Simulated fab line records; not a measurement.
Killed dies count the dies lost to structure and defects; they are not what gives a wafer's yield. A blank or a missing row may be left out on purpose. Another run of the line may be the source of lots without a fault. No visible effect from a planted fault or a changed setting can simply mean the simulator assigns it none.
A lot that was struck, set against a sound lot | flow n5_finfet | 15 steps out of a route of 1938
Sound: these wafers, L455.1, L455.4, L455.5. Struck: wafers L462.1, L462.5. (L462.4 of the same lot was not struck and is left out.) The cause comes at the end.
For every step that has rows: the tool of each side, followed by ch and its chambers, followed by its first start. Under that, the readings that differ: sound wafers | struck wafers | difference of the means | sigmas: that difference in standard deviations of wafers without a fault.
alike: a reading whose means differ by less than 2 such deviations, as well as words and numbers matching on both sides. not compared: withheld readings; readings where some wafer has no value; bounds like >300 that might hide an equal value; numbers whose values overlap and for which the record gives no deviation.
A row with sigmas, a row that says differs or no value, or rows on one side alone: a step with any of these is where the two part. Numbers that have no deviation but don't overlap get no sigmas and don't part them. Lack of a reading on every wafer of one side parts them only where that side has two or more wafers.

N5_FIN_SAQP_ETCH_69: etches SOC in N2/H2, stops on SiNx, target depth 150 nm.
  sound on rie_diel-01 ch 0,3, day 2 02:59; struck on rie_diel-01 ch 3, day 3 19:03
  reading                         | sound             | struck      | difference | sigmas
  oes_product_au (a.u.)           | 0.66 0.72 0.66    | 0.98 0.98   | +0.30      | +3
  rf_vpp_V (V)                    | 237.8 240.9 239.5 | 243.3 242.7 | +3.6       | +3
  showerhead_plenum_p_Torr (Torr) | 2.40 2.63 2.39    | 2.71 2.71   | +0.24      | +3
  alike: bias_w, drypump_motor_current_A, throttle_valve_pct
  not compared: rf_hours_counter_h
then, 2 steps without rows for these wafers: N5_FIN_SAQP_ETCH_67 (etches SiNx in CH3F/O2, target depth 30 nm); N5_FIN_SAQP_STRIP_70 (strips in N2/H2).
N5_FIN_SAQP_RECESS_71: chemistry HF/NH3, target SiO2, target depth 3 nm, afs cycles 1, sublimation time 60 s.
  sound on vapor_etch-02 ch 0,1, day 2 03:09; struck on vapor_etch-02 ch 0, day 3 19:13
  reading                     | sound       | struck  | difference | sigmas
  drypump_motor_current_A (A) | 6.5 5.6 5.6 | 6.5 6.5 | +0.6       | +2
then, 3 steps without rows for these wafers: N5_FIN_SAQP_SPACER2_ALD_28 (deposits SiO2, target thk 8.1 nm, pulse time 1 s, purge time 2 s); N5_FIN_SAQP_SPACER2_ETCHBACK_29 (etches SiO2 in CHF3/O2, target depth 12.2 nm, time 6.1 s); N5_FIN_SAQP_MANDREL2_REMOVE_60 (chemistry HBr/Cl2/O2, target a-Si, stops on SiNx, bt time 10 s).
N5_FIN_SAQP_CD_MEAS_31: the cd target is 8 nm.
  sound on cd_sem-01 ch 0, day 2 04:40; struck on cd_sem-01 ch 0, day 3 20:05
  alike: cd_nm
N5_FIN_SAQP_HM_OPEN_33: chemistry CH3F/O2, target SiNx, target depth 49.4 nm, time 70.6 s.
  sound on rie_diel-03 ch 0,1,3, day 2 04:49; struck on rie_diel-03 ch 3, day 3 20:08
  alike: drypump_motor_current_A, etch_rf_on_time_s, mfc_ar_sccm, oes_f_703_au, oes_product_au, rf_vpp_V, showerhead_plenum_p_Torr, throttle_valve_pct
  not compared: rf_hours_counter_h
then, 1 step without rows for these wafers: N5_FIN_SAQP_ETCH_34 (etches SiO2 in C4F6/O2, target depth 45 nm, time 15 s).
N5_FIN_SAQP_STRIP_77: strips in N2/H2, time 90 s.
  sound on rie_diel-03 ch 0,1,3, day 2 04:55; struck on rie_diel-03 ch 3, day 3 20:13
  alike: drypump_motor_current_A, oes_product_au, rf_vpp_V, showerhead_plenum_p_Torr, throttle_valve_pct
  not compared: rf_hours_counter_h
N5_FIN_SAQP_HM_CD_35: the cd target is 8 nm.
  sound: cd_sem-01 at day 2 05:02; struck: cd_sem-03 at day 3 20:20
  alike: cd_nm
N5_FIN_SAQP_ETCH_64: etches SiO2 in CF4, target depth 1.5 nm.
  sound on rie_si-05 ch 2,3, day 2 05:05; struck on rie_si-03 ch 2, day 3 20:23
  reading                  | sound             | struck      | difference | sigmas
  bias_w (W)               | 400.7 399.0 398.8 | 293.7 293.2 | -106.1     | -88
  oes_product_au (a.u.)    | 0.986 0.973 0.989 | 0.933 0.938 | -0.047     | -3
  model.etch.depth_nm (nm) | 1.511 1.505 1.509 | 1.377 1.379 | -0.130     |
  alike: drypump_motor_current_A, throttle_valve_pct
  not compared: rf_hours_counter_h
N5_FIN_SAQP_FIN_ETCH_36: etches the open film in HBr/Cl2/O2, target depth 120 nm, time 50.4 s.
  sound on rie_si-05 ch 2,3, day 2 05:07; struck on rie_si-03 ch 2, day 3 20:25
  alike: bias_w, drypump_motor_current_A, oes_product_au, throttle_valve_pct
  not compared: rf_hours_counter_h
-- a jump in the record: the struck wafers' starts before and after are 5 days apart (it breaks off in module FIN_SAQP and resumes in module BEOL_M4, where the first step shown is number 1111 of the route) --
N5_BEOL_M4_RC_MEAS_101:
  sound on prober-02 ch 0, day 7 22:27; struck on prober-02 ch 0, day 9 03:50
  reading        | sound          | struck    | difference | sigmas
  IOFF_P (nA/um) | 0.21 0.17 0.19 | 0.26 0.26 | +0.07      | +2
  SS_P (mV/dec)  | 73.5 72.4 72.9 | 74.1 74.5 | +1.4       | +2
  alike: DIBL_N, DIBL_P, IOFF_N, ION_N, ION_P, SS_N, VT_N, VT_P

== WHERE THEY PART ==
Earliest at N5_FIN_SAQP_ETCH_69; latest, in this record, at N5_BEOL_M4_RC_MEAS_101.

WHY: the cause the simulator had injected
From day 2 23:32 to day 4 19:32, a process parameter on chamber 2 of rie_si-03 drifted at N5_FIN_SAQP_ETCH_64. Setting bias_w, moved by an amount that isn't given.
